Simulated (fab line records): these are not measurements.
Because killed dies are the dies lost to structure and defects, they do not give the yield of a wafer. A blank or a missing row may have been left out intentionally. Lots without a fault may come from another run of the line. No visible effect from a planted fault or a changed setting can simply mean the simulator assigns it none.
fab line records	flow n5-finfet
record lots=7	wafers=21
route steps=1938 shown BEOL_M9@1446 BEOL_M11@1539 BEOL_M12@1637
start-h: the number of hours between the record's first day and the start of the first shown wafer of the lot	wait-h: hours since the lot's step before	" as in the row above	L1.1+2: a row that stands for several wafers	- either no value or no given start	* or withheld: withheld	< > ~ a bound
route shown NAME@n: NAME is a module with steps in the file, n the number in the route of the first one	usual: average and standard deviation across the fault-free wafers	same: alike in all rows	chamber/n: place in a boat	sites: per-site readings	_std_site: how widely they spread, as a standard deviation	_edge_site: outer sites' mean less inner sites'	radius-mm: for every site, how far away it sits from the centre of the wafer	mask NAME#n: copy n	behind: the tool/chamber that last shaped the wafer	hold: what put the lot on hold/how long, in hours/how the hold closed	device: whichever transistor did not switch (one of n, p or np)	end of line: tests run on the same wafers once the route is complete	for a step that has no rows: nothing shown but its recipe	killed: dies lost to structure and defects at the first sort, not the wafer's yield	map: dies across one wafer; x = killed, . = not, _ = none there
set.NAME: setting as actually run; set.NAME@STEP: the setting as run at that earlier step	model.NAME: the simulator's own value behind a step, which no gauge read
lots whose settings were changed on purpose; a table a step, a row a wafer
## steps
# step N5_BEOL_M9_TRENCH_ETCH_37
# recipe chemistry=C4F6/O2	target-depth-a=1514.3	target=SiCOH_lowk	time-s=49	ion-energy-ev=250	pressure-mtorr=30	source-w=345	bias-w=185	Ar_flow_sccm=300	C4F6_flow_sccm=10	O2_flow_sccm=10
# usual rf-vpp-V=666/6.8
lot.wafer	tool	chamber	start-h	wait-h	set.source-w	rf-vpp-V	model.BEOL_M9.feature-depth-nm	model.etch.depth-nm
L074.1	rie-diel-01	0	-	-	284.9	741	142.2	142.2
L074.2	"	3	"	"	345	661	154.2	154.2
L074.4	"	1	"	"	284.9	735	140.8	140.9
L081.3	rie-diel-01	3	-	-	345	661	155.4	155.4
L081.4	"	2	"	"	345	674	152	152
L081.6	"	1	"	"	283.3	737	140.4	140.4
L083.1	rie-diel-06	0	-	-	289.3	737	144.4	144.4
L083.5	"	1	"	"	289.3	728	144.4	144.4
L083.6	"	0	"	"	289.3	737	144.4	144.4
L091.3	rie-diel-06	2	-	-	345	674	151.4	151.4
L091.4	"	0	"	"	345	674	154.2	154.3
L091.5	"	2	"	"	345	675	150.8	150.8
L092.1	rie-diel-01	3	-	-	345	662	152	151.9
L092.3	"	2	"	"	345	672	152	151.9
L092.4	"	1	"	"	345	665	154.8	154.8
L095.1	rie-diel-03	0	-	-	345	649	155.4	155.4
L095.3	"	3	"	"	391.4	625	158.4	158.5
L095.5	"	2	"	"	345	672	148.4	148.5
L097.1	rie-diel-06	0	-	-	345	674	152.8	152.7
L097.2	"	1	"	"	345	664	155	154.9
L097.3	"	3	"	"	345	666	151	151.1
# step N5_BEOL_M9_ETCH_41
# recipe chemistry=CH3F/O2	target=SiCN	target-depth-a=366	taper-deg=2	time-s=70.1	ion-energy-ev=120	mask-material=TiN	pressure-mtorr=30	source-w=395	bias-w=75	Ar_flow_sccm=150	CH3F_flow_sccm=30	O2_flow_sccm=20
# step N5_BEOL_M9_STRIP_80
# recipe chemistry=N2/H2	time-s=10	power-w=450	temp-c=40	pressure-mtorr=20	rf-frequency-hz=6e+07	bias-power-w=7	n2-flow-sccm=200	h2-flow-sccm=200
# step N5_BEOL_M9_OCD_MEAS_38
# usual trench-depth-nm=151.2/2.3
lot.wafer	tool	chamber	start-h	wait-h	set.source-w@BEOL_M9_TRENCH_ETCH_37	trench-depth-nm
L074.1	ocd-01	-	226.17	-	284.9	142.5
L074.2	"	-	"	"	345	154.1
L074.4	"	-	"	"	284.9	140.5
L081.3	ocd-02	-	293.34	-	345	155.2
L081.4	"	-	"	"	345	151.6
L081.6	"	-	"	"	283.3	140.0
L083.1	ocd-01	-	318.24	-	289.3	144.2
L083.5	"	-	"	"	289.3	144.0
L083.6	"	-	"	"	289.3	144.9
L091.3	ocd-01	-	350.38	-	345	151.0
L091.4	"	-	"	"	345	154.1
L091.5	"	-	"	"	345	150.9
L092.1	ocd-02	-	350.43	-	345	151.8
L092.3	"	-	"	"	345	152.2
L092.4	"	-	"	"	345	154.5
L095.1	ocd-01	-	362.25	-	345	154.9
L095.3	"	-	"	"	391.4	158.3
L095.5	"	-	"	"	345	149.2
L097.1	ocd-02	-	386.57	-	345	152.7
L097.2	"	-	"	"	345	154.9
L097.3	"	-	"	"	345	151.5
# step N5_BEOL_M9_HM_STRIP_39
# recipe chemistry=peroxide-tin-strip	material=TiN	target-depth-a=250	temp-c=50	time-s=158
# step N5_BEOL_M9_SRD_40
# recipe time-s=30	temp-c=23	rinse-liquid=diw	dry=ipa-marangoni
# step N5_BEOL_M9_ECD_50
# recipe material=Cu	target-thk-a=3180
# step N5_BEOL_M9_ANNEAL_51
# recipe temp-c=225	time-s=90	ambient=N2
# step N5_BEOL_M9_CMP_52
# recipe stop-on=SiCOH_lowk	t-overpolish-s=7	down-force-psi=1	platen-rpm=50	clearing-platen-down-force-psi=1.5	clearing-platen-rpm=50	post-cmp-clean=cu-alkaline	target-thk-nm=140	clearing-platen-pad-velocity-m-s=0.99484	pad-velocity-m-s=0.99484
lot.wafer	tool	chamber	start-h	wait-h	set.source-w@BEOL_M9_TRENCH_ETCH_37	model.Cu_of_BEOL_M9_ECD_50.thk-nm
L074.2	cmp-04	1	228.63	0.2	345	144.2
L074.4	"	2	"	"	284.9	129.2
L074.1	"	3	"	"	284.9	129.4
L081.3	cmp-03	1	295.88	0.2	345	143.8
L081.4	"	2	"	"	345	141.6
L081.6	"	0	"	"	283.3	129.6
L083.1	cmp-03	2	321.17	0.6	289.3	132.6
L083.6	"	3	"	"	289.3	131
L083.5	"	0	"	"	289.3	133.2
L091.4	cmp-04	1	354.03	0.1	345	143.4
L091.3	"	0	"	"	345	141
L091.5	"	2	"	"	345	139
L092.4	cmp-03	3	354.31	0.1	345	141.6
L092.1	"	1	"	"	345	139.6
L092.3	"	2	"	"	345	140.8
L095.3	cmp-04	1	364.06	0.2	391.4	148
L095.1	"	2	"	"	345	144.4
L095.5	"	2	"	"	345	136.8
L097.2	cmp-04	1	389.42	0.2	345	145.4
L097.3	"	2	"	"	345	140.2
L097.1	"	3	"	"	345	142.2
# step N5_BEOL_M9_THK_MEAS_53
# recipe thk-meas-gauge=xrf	reads=Cu_of_BEOL_M9_ECD_50
# usual M9_THK=138.9/2.5
lot.wafer	tool	chamber	start-h	wait-h	set.source-w@BEOL_M9_TRENCH_ETCH_37	M9_THK[nm]
L074.1	film-metro-01	-	228.88	-	284.9	130.2
L074.2	"	-	"	"	345	145.5
L074.4	"	-	"	"	284.9	130.7
L081.3	film-metro-01	-	296.14	-	345	141.6
L081.4	"	-	"	"	345	140.3
L081.6	"	-	"	"	283.3	128.1
L083.1	film-metro-02	-	321.35	-	289.3	131.3
L083.5	"	-	"	"	289.3	131.5
L083.6	"	-	"	"	289.3	129.1
L091.3	film-metro-01	-	354.32	-	345	139.9
L091.4	"	-	"	"	345	141.8
L091.5	"	-	"	"	345	137.9
L092.1	film-metro-01	-	354.60	-	345	138.6
L092.3	"	-	"	"	345	139.3
L092.4	"	-	"	"	345	140.6
L095.1	film-metro-01	-	364.36	-	345	142.3
L095.3	"	-	"	"	391.4	146.6
L095.5	"	-	"	"	345	135.0
L097.1	film-metro-02	-	389.72	-	345	139.7
L097.2	"	-	"	"	345	142.9
L097.3	"	-	"	"	345	137.8
# step N5_BEOL_M9_PRE_CLEAN_55
# recipe gas=NH3	time-s=15	temp-c=withheld	rf-power-w=300
# step N5_BEOL_M9_DEP_56
# recipe material=SiCN	target-thk-a=150	temp-c=withheld	precursor=3MS/NH3	pressure-torr=3	rf-w=202	time-s=26.5
# step N5_BEOL_M9_RS_MEAS_57
# recipe thk-meas-gauge=four-point-probe	reads=Cu_of_BEOL_M9_ECD_50+Co_of_BEOL_M9_CVD_78+TaN_of_BEOL_M9_ALD_74
# usual M9_RS=0.1509/0.0029
lot.wafer	tool	chamber	start-h	wait-h	set.source-w@BEOL_M9_TRENCH_ETCH_37	M9_RS[ohm/sq]
L074.1	film-metro-02	-	229.02	0.1	284.9	0.1650
L074.2	"	-	"	"	345	0.1463
L074.4	"	-	"	"	284.9	0.1650
L081.3	film-metro-01	-	296.27	0.1	345	0.1465
L081.4	"	-	"	"	345	0.1491
L081.6	"	-	"	"	283.3	0.1644
L083.1	film-metro-01	-	321.48	0.1	289.3	0.1600
L083.5	"	-	"	"	289.3	0.1595
L083.6	"	-	"	"	289.3	0.1625
L091.3	film-metro-02	-	354.46	0.1	345	0.1502
L091.4	"	-	"	"	345	0.1471
L091.5	"	-	"	"	345	0.1521
L092.1	film-metro-01	-	354.74	0.1	345	0.1514
L092.3	"	-	"	"	345	0.1500
L092.4	"	-	"	"	345	0.1492
L095.1	film-metro-02	-	364.50	0.1	345	0.1461
L095.3	"	-	"	"	391.4	0.1419
L095.5	"	-	"	"	345	0.1550
L097.1	film-metro-01	-	389.85	0.1	345	0.1480
L097.2	"	-	"	"	345	0.1448
L097.3	"	-	"	"	345	0.1508
# step N5_BEOL_M11_PECVD_70
# recipe material=SiO2	target-thk-a=200	temp-c=400	precursor=TEOS/O2	pressure-torr=5.5	rf-w=450	teos-flow-sccm=53.8	gas=O2	flow-sccm=3000	time-s=22.7
lot.wafer	tool	chamber	start-h	wait-h	set.time-s	model.SiO2_of_BEOL_M11_PECVD_70.thk-nm
L074.1	pecvd-03	2	237.05	0.0	22.7	19.6
L074.2	"	1	"	"	19.86	17.4
L074.4	"	2	"	"	22.7	19.8
L081.3	pecvd-03	2	303.40	0.0	22.7	19.8
L081.4	"	1	"	"	22.7	20
L081.6	"	0	"	"	21.68	19.2
L083.1	pecvd-04	1	331.72	0.0	22.7	19.6
L083.5	"	1	"	"	22.7	19.8
L083.6	"	2	"	"	21.32	19
L091.3	pecvd-04	0	361.41	0.0	22.7	20
L091.4	"	1	"	"	20.26	18
L091.5	"	2	"	"	20.26	18.4
L092.1	pecvd-01	1	367.28	0.0	22.7	19.8
L092.3	"	0	"	"	22.7	20.4
L092.4	"	1	"	"	22.7	20.2
L095.1+5	pecvd-01	2,1	371.05	0.0	22.7	19.4
L095.3	"	0	"	"	23.89	20.4
L097.1+2	pecvd-01	2,0	400.29	0.0	22.7	19.6
L097.3	"	2	"	"	22.7	20
# step N5_BEOL_M11_COAT_05
# recipe resist=CAR-ArF	spin-rpm=1500	resist-thk-nm=90
lot.wafer	tool	chamber	start-h	wait-h	set.spin-rpm	model.CAR-ArF_of_BEOL_M11_COAT_05.thk-nm
L074.1	litho-track-01	0	-	-	1500	89.8
L074.2+4	"	0	"	"	1339	95
L081.3	litho-track-01	0	-	-	1390	93
L081.4	"	0	"	"	1500	89.6
L081.6	"	0	"	"	1390	93.2
L083.1	litho-track-01	0	-	-	1500	90.4
L083.5	"	0	"	"	1393	93.6
L083.6	"	0	"	"	1500	90.2
L091.3	litho-track-05	0	-	-	1356	94.6
L091.4	"	0	"	"	1500	90
L091.5	"	0	"	"	1500	90.2
L092.1+3	litho-track-05	0	-	-	1456	91.2
L092.4	"	0	"	"	1500	90
L095.1	litho-track-01	0	-	-	1500	90.4
L095.3	"	0	"	"	1665	85.6
L095.5	"	0	"	"	1500	90
L097.1	litho-track-01	0	-	-	1500	89.8
L097.2	"	0	"	"	1500	89.2
L097.3	"	0	"	"	1500	89.6
# step N5_BEOL_M11_COAT_63
# recipe resist=SOC	temp-c=250	time-s=60	spin-rpm=1500	resist-thk-nm=100
lot.wafer	tool	chamber	start-h	wait-h	set.spin-rpm	model.SOC_of_BEOL_M11_COAT_63.thk-nm
L074.1	litho-track-05	0	239.86	1.0	1500	100.2
L074.2	"	0	"	"	1429	102.6
L074.4	"	0	"	"	1500	100.4
L081.3	litho-track-05	0	306.53	1.0	1652	94.6
L081.4	"	0	"	"	1652	95
L081.6	"	0	"	"	1652	94.8
L083.1	litho-track-04	0	333.71	0.2	1500	99.2
L083.5	"	0	"	"	1395	102.6
L083.6	"	0	"	"	1395	103
L091.3	litho-track-04	0	364.94	1.3	1500	100
L091.4	"	0	"	"	1500	100.2
L091.5	"	0	"	"	1598	96.8
L092.1	litho-track-05	0	372.08	2.4	1500	100.2
L092.3	"	0	"	"	1546	98.8
L092.4	"	0	"	"	1546	99
L095.1+3+5	litho-track-01	0	375.88	1.5	1500	100
L097.1	litho-track-04	0	403.24	0.5	1500	100.2
L097.2+3	"	0	"	"	1500	99.8
# step N5_BEOL_M11_COAT_22
# recipe resist=CAR-ArF	spin-rpm=1500	resist-thk-nm=90
lot.wafer	tool	chamber	start-h	wait-h	set.spin-rpm	model.CAR-ArF_of_BEOL_M11_COAT_22.thk-nm
L074.1+2	litho-track-05	0	-	-	1500	90
L074.4	"	0	"	"	1500	90.2
L081.3+6	litho-track-05	0	-	-	1500	89.8
L081.4	"	0	"	"	1341	95
L083.1+5+6	litho-track-04	0	-	-	1500	89.8
L091.3	litho-track-04	0	-	-	1500	89.8
L091.4	"	0	"	"	1500	90.2
L091.5	"	0	"	"	1639	86
L092.1	litho-track-05	0	-	-	1500	90.2
L092.3	"	0	"	"	1591	87.4
L092.4	"	0	"	"	1591	87.6
L095.1	litho-track-01	0	-	-	1500	89.6
L095.3+5	"	0	"	"	1561	87.8
L097.1+3	litho-track-04	0	-	-	1500	90
L097.2	"	0	"	"	1500	90.4
# step N5_BEOL_M11_EBR_24
# recipe solvent=PGMEA	ebr-width-mm=1.5
# step N5_BEOL_M11_SOFTBAKE_23
# recipe temp-c=110	time-s=60	resist=CAR-ArF
# step N5_BEOL_M11_EXPOSE_25
# recipe mask-id=V10	na=1.35	source-shape=annular	sigma-inner=0.5	sigma-outer=0.8	polarization=unpolarized	dose-mj=85.5
# step N5_BEOL_M11_PEB_26
# recipe peb-temp-c=withheld	peb-time-s=60	resist=CAR-ArF
# step N5_BEOL_M11_DEVELOP_27
# recipe develop-time-s=30	developer=TMAH	resist=CAR-ArF	rinse-liquid=diw	dry=air-spin	dev-temp-c=23
lot.wafer	tool	chamber	start-h	wait-h	set.spin-rpm@BEOL_M11_COAT_22	model.CAR-ArF_of_BEOL_M11_COAT_22.thk-nm
L074.1+2+4	litho-track-01	0	-	-	1500	88.4
L081.3	litho-track-05	0	-	-	1500	88
L081.4	"	0	"	"	1341	93.2
L081.6	"	0	"	"	1500	88.2
L083.1+5+6	litho-track-05	0	-	-	1500	88
L091.3	litho-track-04	0	-	-	1500	88
L091.4	"	0	"	"	1500	88.6
L091.5	"	0	"	"	1639	84.4
L092.1	litho-track-04	0	-	-	1500	88.4
L092.3	"	0	"	"	1591	85.6
L092.4	"	0	"	"	1591	85.8
L095.1	litho-track-01	0	-	-	1500	88
L095.3	"	0	"	"	1561	86
L095.5	"	0	"	"	1561	86.2
L097.1+3	litho-track-05	0	-	-	1500	88.2
L097.2	"	0	"	"	1500	88.6
# step N5_BEOL_M11_DESCUM_33
# recipe chemistry=O2	time-s=7.9	source-power-w=50	bias-power-w=20	pressure-mtorr=20	rf-frequency-hz=2.712e+07	temp-c=40	resist=CAR-ArF	o2-flow-sccm=225
# step N5_BEOL_M11_ETCH_65
# recipe chemistry=CF4	target=SiARC	target-depth-a=390	mask-material=CAR-ArF	time-s=65	ion-energy-ev=80	pressure-mtorr=40	source-w=545	bias-w=36	Ar_flow_sccm=100	cf4-flow-sccm=100	ends=cleared
lot.wafer	tool	chamber	start-h	wait-h	set.spin-rpm@BEOL_M11_COAT_22	model.CAR-ArF_of_BEOL_M11_COAT_22.thk-nm
L074.1+2	rie-diel-06	3,1	240.36	0.0	1500	55.6
L074.4	"	0	"	"	1500	55.8
L081.3	rie-diel-06	0	307.06	0.0	1500	55.2
L081.4	"	1	"	"	1341	60.6
L081.6	"	2	"	"	1500	55.4
L083.1+6	rie-diel-01	2	334.08	0.0	1500	55.4
L083.5	"	0	"	"	1500	55.2
L091.3	rie-diel-06	0	365.31	0.0	1500	55.4
L091.4	"	1	"	"	1500	55.8
L091.5	"	2	"	"	1639	51.6
L092.1	rie-diel-06	3	372.84	0.0	1500	55.6
L092.3	"	2	"	"	1591	52.8
L092.4	"	0	"	"	1591	53
L095.1	rie-diel-06	3	376.59	0.0	1500	55.2
L095.3	"	1	"	"	1561	53.2
L095.5	"	1	"	"	1561	53.4
L097.1	rie-diel-03	0	404.44	0.0	1500	55.2
L097.2	"	2	"	"	1500	55.8
L097.3	"	1	"	"	1500	55.4
# step N5_BEOL_M11_ETCH_66
# recipe chemistry=N2/H2	target=SOC	target-depth-a=1200	overetch-a=240	mask-material=SiARC	temp-c=40	time-s=180	ion-energy-ev=200	pressure-mtorr=30	source-w=840	bias-w=150	n2-flow-sccm=200	h2-flow-sccm=200
lot.wafer	tool	chamber	start-h	wait-h	set.spin-rpm@BEOL_M11_COAT_63	model.etch.depth-nm
L074.1	rie-diel-06	3	240.41	0.0	1500	100.3
L074.2	"	1	"	"	1429	102.5
L074.4	"	0	"	"	1500	100.4
L081.3	rie-diel-06	0	307.11	0.0	1652	94.59
L081.4	"	1	"	"	1652	95.04
L081.6	"	2	"	"	1652	94.76
L083.1	rie-diel-01	2	334.13	0.0	1500	99.15
L083.5	"	0	"	"	1395	102.6
L083.6	"	2	"	"	1395	103
L091.3+4	rie-diel-06	0,1	365.36	0.0	1500	100.1
L091.5	"	2	"	"	1598	96.81
L092.1	rie-diel-06	3	372.89	0.0	1500	100.1
L092.3	"	2	"	"	1546	98.76
L092.4	"	0	"	"	1546	99.09
L095.1	rie-diel-06	3	376.64	0.0	1500	99.95
L095.3+5	"	1	"	"	1500	99.94
L097.1	rie-diel-03	0	404.49	0.0	1500	100.2
L097.2	"	2	"	"	1500	99.89
L097.3	"	1	"	"	1500	99.81
# step N5_BEOL_M11_STRIP_69
# recipe chemistry=N2/H2	temp-c=40	n2-flow-sccm=200	h2-flow-sccm=200	rf-frequency-hz=6e+07
# step N5_BEOL_M11_VIA_ETCH_34
# recipe chemistry=C4F6/O2	target=SiCOH_lowk	target-depth-a=1845	mask-material=SOC	taper-deg=4	time-s=69.2	ion-energy-ev=250	pressure-mtorr=30	source-w=345	bias-w=185	Ar_flow_sccm=300	C4F6_flow_sccm=10	O2_flow_sccm=10
lot.wafer	tool	chamber	start-h	wait-h	set.spin-rpm@BEOL_M11_COAT_63	model.SOC_of_BEOL_M11_COAT_63.thk-nm
L074.1	rie-diel-06	3	240.54	0.0	1500	92.4
L074.2	"	1	"	"	1429	94.2
L074.4	"	0	"	"	1500	92.2
L081.3	rie-diel-06	0	307.23	0.0	1652	86.4
L081.4+6	"	1,2	"	"	1652	86.8
L083.1	rie-diel-01	2	334.26	0.0	1500	91
L083.5	"	0	"	"	1395	94.6
L083.6	"	2	"	"	1395	94.8
L091.3+4	rie-diel-06	0,1	365.48	0.0	1500	92
L091.5	"	2	"	"	1598	89
L092.1	rie-diel-06	3	373.02	0.0	1500	92.2
L092.3	"	2	"	"	1546	90.8
L092.4	"	0	"	"	1546	91
L095.1+5	rie-diel-06	3,1	376.76	0.0	1500	91.8
L095.3	"	1	"	"	1500	91.6
L097.1+2+3	rie-diel-03	0,2,1	404.61	0.0	1500	91.8
# step N5_BEOL_M11_STRIP_73
# recipe chemistry=C4F6/O2	resist=SiARC	rf-frequency-hz=6e+07
# step N5_BEOL_M11_STRIP_36
# recipe chemistry=N2/H2	power-w=450	temp-c=40	pressure-mtorr=20	rf-frequency-hz=6e+07	overash-fraction=0.3	bias-power-w=7	h2-frac=0.5	n2-flow-sccm=200	h2-flow-sccm=200
# step N5_BEOL_M11_STRIP_77
# recipe chemistry=N2/H2	time-s=10	power-w=450	temp-c=40	pressure-mtorr=20	rf-frequency-hz=6e+07	bias-power-w=7	n2-flow-sccm=200	h2-flow-sccm=200
# step N5_BEOL_M11_HM_STRIP_39
# recipe chemistry=peroxide-tin-strip	material=TiN	target-depth-a=250	temp-c=50	time-s=158
lot.wafer	tool	chamber	start-h	wait-h	set.time-s@BEOL_M11_PECVD_70	model.SiO2_of_BEOL_M11_PECVD_70.thk-nm
L074.1	wet-bench-04	3	240.85	0.0	22.7	19.6
L074.2	"	7	"	"	19.86	17.2
L074.4	"	2	"	"	22.7	19.8
L081.3	wet-bench-04	2	307.55	0.0	22.7	19.6
L081.4	"	6	"	"	22.7	19.8
L081.6	"	7	"	"	21.68	19
L083.1	wet-bench-03	4	334.58	0.0	22.7	19.4
L083.5	"	7	"	"	22.7	19.6
L083.6	"	1	"	"	21.32	18.8
L091.3	wet-bench-03	3	365.80	0.0	22.7	19.8
L091.4	"	2	"	"	20.26	17.8
L091.5	"	4	"	"	20.26	18.2
L092.1	wet-bench-02	5	373.33	0.0	22.7	19.6
L092.3	"	6	"	"	22.7	20.2
L092.4	"	0	"	"	22.7	20
L095.1+5	wet-bench-03	7,0	377.08	0.0	22.7	19.2
L095.3	"	1	"	"	23.89	20.2
L097.1+2	wet-bench-02	2,3	404.93	0.0	22.7	19.4
L097.3	"	7	"	"	22.7	19.8
# step N5_BEOL_M12_ETCH_68
# recipe chemistry=N2/H2	target=SOC	mask-material=SiARC	source-w=3000	bias-w=350	temp-c=40	time-s=285	ion-energy-ev=200	pressure-mtorr=30	n2-flow-sccm=200	h2-flow-sccm=200
lot.wafer	tool	chamber	start-h	wait-h	set.time-s	model.SiARC_of_BEOL_M12_COAT_66.thk-nm
L074.1	rie-diel-04	0	245.57	0.1	259.8	87.8
L074.2	"	1	"	"	259.8	88.6
L074.4	"	2	"	"	285	86.2
L081.3+4	rie-diel-05	1,0	312.06	0.1	285	86.4
L081.6	"	1	"	"	285	86.2
L083.1	rie-diel-02	1	339.16	0.1	285	86.2
L083.5	"	3	"	"	347.7	81.4
L083.6	"	0	"	"	347.7	80
L091.3	rie-diel-04	3	371.46	0.1	323.1	82.2
L091.4	"	1	"	"	285	85
L091.5	"	3	"	"	323.1	82
L092.1	rie-diel-04	1	379.10	0.1	285	85
L092.3	"	2	"	"	285	85.2
L092.4	"	3	"	"	285	85.6
L095.1	rie-diel-04	0	382.27	0.1	285	85.8
L095.3	"	3	"	"	285	85.4
L095.5	"	2	"	"	285	85.6
L097.1	rie-diel-04	3	411.30	0.1	285	86.2
L097.2	"	1	"	"	285	85.8
L097.3	"	2	"	"	285	86.6
## key
split step=N5_BEOL_M9_TRENCH_ETCH_37	setting=source-w	stated=345	by=wafer
response step=N5_BEOL_M9_TRENCH_ETCH_37	reading=rf-vpp-V	change=-3.82	per=1%	r=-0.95
response step=N5_BEOL_M9_TRENCH_ETCH_37	reading=model.BEOL_M9.feature-depth-nm	change=+0.68	per=1%	r=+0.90
response step=N5_BEOL_M9_TRENCH_ETCH_37	reading=model.etch.depth-nm	change=+0.68	per=1%	r=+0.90
response step=N5_BEOL_M9_OCD_MEAS_38	reading=trench-depth-nm	change=+0.678	per=1%	r=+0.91
response step=N5_BEOL_M9_CMP_52	reading=model.Cu_of_BEOL_M9_ECD_50.thk-nm	change=+0.738	per=1%	r=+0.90
response step=N5_BEOL_M9_THK_MEAS_53	reading=M9_THK	change=+0.744	per=1%	r=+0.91
response step=N5_BEOL_M9_RS_MEAS_57	reading=M9_RS	change=-0.000918	per=1%	r=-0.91
split step=N5_BEOL_M11_PECVD_70	setting=time-s	stated=22.7	by=wafer
response step=N5_BEOL_M11_PECVD_70	reading=model.SiO2_of_BEOL_M11_PECVD_70.thk-nm	change=+0.17	per=1%	r=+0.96
response step=N5_BEOL_M11_HM_STRIP_39	reading=model.SiO2_of_BEOL_M11_PECVD_70.thk-nm	change=+0.177	per=1%	r=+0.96
split step=N5_BEOL_M11_COAT_05	setting=spin-rpm	stated=1500	by=wafer
response step=N5_BEOL_M11_COAT_05	reading=model.CAR-ArF_of_BEOL_M11_COAT_05.thk-nm	change=-0.458	per=1%	r=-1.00
split step=N5_BEOL_M11_COAT_63	setting=spin-rpm	stated=1500	by=wafer
response step=N5_BEOL_M11_COAT_63	reading=model.SOC_of_BEOL_M11_COAT_63.thk-nm	change=-0.499	per=1%	r=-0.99
response step=N5_BEOL_M11_ETCH_66	reading=model.etch.depth-nm	change=-0.498	per=1%	r=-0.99
response step=N5_BEOL_M11_VIA_ETCH_34	reading=model.SOC_of_BEOL_M11_COAT_63.thk-nm	change=-0.474	per=1%	r=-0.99
split step=N5_BEOL_M11_COAT_22	setting=spin-rpm	stated=1500	by=wafer
response step=N5_BEOL_M11_COAT_22	reading=model.CAR-ArF_of_BEOL_M11_COAT_22.thk-nm	change=-0.461	per=1%	r=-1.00
response step=N5_BEOL_M11_DEVELOP_27	reading=model.CAR-ArF_of_BEOL_M11_COAT_22.thk-nm	change=-0.454	per=1%	r=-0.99
response step=N5_BEOL_M11_ETCH_65	reading=model.CAR-ArF_of_BEOL_M11_COAT_22.thk-nm	change=-0.466	per=1%	r=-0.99
split step=N5_BEOL_M12_ETCH_68	setting=time-s	stated=285	by=wafer
response step=N5_BEOL_M12_ETCH_68	reading=model.SiARC_of_BEOL_M12_COAT_66.thk-nm	change=-0.24	per=1%	r=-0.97
